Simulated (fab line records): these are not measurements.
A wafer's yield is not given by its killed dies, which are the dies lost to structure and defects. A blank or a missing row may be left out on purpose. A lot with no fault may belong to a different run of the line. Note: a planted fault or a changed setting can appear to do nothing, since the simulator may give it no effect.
The tool behind it: which one? | flow n5Finfet | 10 lots with 29 wafers sampled at 3 steps, on a route of 1938 steps

WHAT THE GAUGES READ, wafer by wafer
N5_BEOL_M9_CD_MEAS_35: target cd 70 nm, target cd y 40 nm.
lot  | measured     | on       | cdNm (nm)
L709 | day 10 07:44 | cdSem-01 | 69.1 68.8 69.3
L711 | day 11 01:06 | cdSem-01 | 69.0 70.2 69.7
L714 | day 11 07:06 | cdSem-03 | 70.3 70.2 70.1
L715 | day 11 22:02 | cdSem-02 | 70.0 70.2 69.9
L716 | day 12 00:01 | cdSem-02 | 69.2 69.3 69.6
L717 | day 12 03:25 | cdSem-02 | 70.1 70.4 70.7
L719 | day 12 10:34 | cdSem-03 | 68.8 70.0 69.3
L720 | day 12 17:34 | cdSem-02 | 70.8 70.3
L730 | day 16 01:54 | cdSem-03 | 69.3 69.2 69.9
L732 | day 16 05:54 | cdSem-02 | 69.7 70.2 71.0

WHICH TOOL RAN EACH LOT (tool, then ch and the chambers of the sampled wafers, then the start)
lot  | N5_BEOL_M9_ETCH_65                | N5_BEOL_M9_VIA_ETCH_34
L709 | rieDiel-04 ch 1,3, day 10 07:11   | rieDiel-04 ch 1,3, day 10 07:19
L711 | rieDiel-04 ch 0,2,3, day 11 00:32 | rieDiel-04 ch 0,2,3, day 11 00:40
L714 | rieDiel-04 ch 0,1,2, day 11 06:33 | rieDiel-04 ch 0,1,2, day 11 06:41
L715 | rieDiel-05 ch 0,2, day 11 21:22   | rieDiel-05 ch 0,2, day 11 21:30
L716 | rieDiel-04 ch 0,3, day 11 23:26   | rieDiel-04 ch 0,3, day 11 23:34
L717 | rieDiel-02 ch 0,2, day 12 02:45   | rieDiel-02 ch 0,2, day 12 02:52
L719 | rieDiel-04 ch 0,2, day 12 10:01   | rieDiel-04 ch 0,2, day 12 10:08
L720 | rieDiel-04 ch 1,2, day 12 17:01   | rieDiel-04 ch 1,2, day 12 17:09
L730 | rieDiel-02 ch 1,3, day 16 01:20   | rieDiel-02 ch 1,3, day 16 01:28
L732 | rieDiel-04 ch 0,1,2, day 16 05:20 | rieDiel-04 ch 0,1,2, day 16 05:28
- N5_BEOL_M9_ETCH_65: etches SiARC in CF4, target depth 15.6 nm, time 26 s.
- N5_BEOL_M9_VIA_ETCH_34: etches SiCOH lowk in C4F6/O2, target depth 182.4 nm, time 68.4 s.

WHAT THE TOOLS THEMSELVES READ (means of the sampled wafers that have a number; where no wafer has one, the mark that the record gives instead)
N5_BEOL_M9_ETCH_65.
lot  | tool       | chamberPressureMTorr (mTorr) | drypumpMotorCurrentA (A) | etchRfOnTimeS (s) | oesProductAu (a.u.) | rfFwdPowerW (W) | rfVppV (V) | showerheadPlenumPTorr (Torr) | throttleValvePct (%)
L709 | rieDiel-04 | 40.00                        | 5.5                      | 25.6              | 0.76                | 531.1           | 184.3      | 2.12                         | 15.43
L711 | rieDiel-04 | 40.02                        | 6.0                      | 26.2              | 0.69                | 533.0           | 185.8      | 2.17                         | 15.61
L714 | rieDiel-04 | 40.03                        | 5.9                      | 25.7              | 0.71                | 532.4           | 183.4      | 2.13                         | 15.49
L715 | rieDiel-05 | 40.03                        | 6.0                      | 26.6              | 0.65                | 530.4           | 185.0      | 2.20                         | 15.78
L716 | rieDiel-04 | 39.97                        | 5.8                      | 26.2              | 0.69                | 532.2           | 183.9      | 2.16                         | 15.64
L717 | rieDiel-02 | 39.98                        | 5.5                      | 26.4              | 0.67                | 533.5           | 184.9      | 2.18                         | 15.44
L719 | rieDiel-04 | 39.98                        | 6.1                      | 25.6              | 0.67                | 531.4           | 184.0      | 2.15                         | 15.56
L720 | rieDiel-04 | 40.02                        | 5.8                      | 25.6              | 0.73                | 531.0           | 182.9      | 2.13                         | 15.53
L730 | rieDiel-02 | 39.99                        | 5.1                      | 26.8              | 0.62                | 531.2           | 185.2      | 2.19                         | 15.74
L732 | rieDiel-04 | 40.00                        | 5.9                      | 25.7              | 0.68                | 532.4           | 184.3      | 2.12                         | 15.57

N5_BEOL_M9_VIA_ETCH_34.
lot  | tool       | chamberPressureMTorr (mTorr) | drypumpMotorCurrentA (A) | oes_f_703_au (a.u.) | oes_o_777_au (a.u.) | oesProductAu (a.u.) | rfFwdPowerW (W) | rfVppV (V) | showerheadPlenumPTorr (Torr) | throttleValvePct (%)
L709 | rieDiel-04 | 30.010                       | 5.5                      | 0.87                | 0.86                | 0.90                | 341.9           | 675        | 2.81                         | 20.78
L711 | rieDiel-04 | 30.015                       | 6.0                      | 0.80                | 0.80                | 0.82                | 342.1           | 671        | 2.88                         | 20.97
L714 | rieDiel-04 | 29.997                       | 5.9                      | 0.84                | 0.84                | 0.83                | 342.3           | 666        | 2.84                         | 20.83
L715 | rieDiel-05 | 29.968                       | 6.0                      | 0.76                | 0.76                | 0.76                | 341.4           | 668        | 2.92                         | 21.08
L716 | rieDiel-04 | 29.980                       | 5.8                      | 0.79                | 0.78                | 0.80                | 343.5           | 674        | 2.89                         | 20.98
L717 | rieDiel-02 | 30.008                       | 5.5                      | 0.78                | 0.79                | 0.79                | 343.3           | 666        | 2.88                         | 20.59
L719 | rieDiel-04 | 30.029                       | 6.1                      | 0.78                | 0.79                | 0.78                | 341.7           | 663        | 2.86                         | 20.91
L720 | rieDiel-04 | 30.011                       | 5.9                      | 0.85                | 0.84                | 0.85                | 342.2           | 672        | 2.83                         | 20.86
L730 | rieDiel-02 | 29.999                       | 5.1                      | 0.72                | 0.72                | 0.73                | 340.8           | 671        | 2.92                         | 21.04
L732 | rieDiel-04 | 29.993                       | 5.9                      | 0.88                | 0.87                | 0.80                | 371.4           | 644        | 2.82                         | 20.89

THE ANSWER, worked out from the rows above alone
Rule: what is usual is taken from the lots themselves. Put in order of their means at a reading, lots are off if they are a third of the lots or fewer, leave a main group of 4 or more, and stand apart from it by a gap of 3 or more times the standard deviation of the main group's means; of several such gaps the widest counts. If all means in a main group match to the digits the tables above print for the reading, that group is not used. Also off: a lot with no number at a reading for which 4 or more lots have one. All remaining lots with rows at the step are treated as sound. The gauges are gone through in route order, then the tools' own readings, and for those a lot's mean is taken as printed above. The first step at which some lot is off is used, and at that step the reading that is off furthest; a lot without a number counts as furthest.
Off at N5_BEOL_M9_VIA_ETCH_34 (rfFwdPowerW): L732. The main group has a mean of 342.1 W with a standard deviation of 0.8.
A tool fits if, at that step or a process step before it, it ran every lot that is off, and no sound lot after the first of them. One fits: N5_BEOL_M9_ETCH_65 and N5_BEOL_M9_VIA_ETCH_34 on rieDiel-04. At N5_BEOL_M9_ETCH_65 its last sound lot is L720 (day 12 17:01), its first lot that is off L732 (day 16 05:20): a fault that began between those two fits.

WHAT THE SIMULATOR PUT IN
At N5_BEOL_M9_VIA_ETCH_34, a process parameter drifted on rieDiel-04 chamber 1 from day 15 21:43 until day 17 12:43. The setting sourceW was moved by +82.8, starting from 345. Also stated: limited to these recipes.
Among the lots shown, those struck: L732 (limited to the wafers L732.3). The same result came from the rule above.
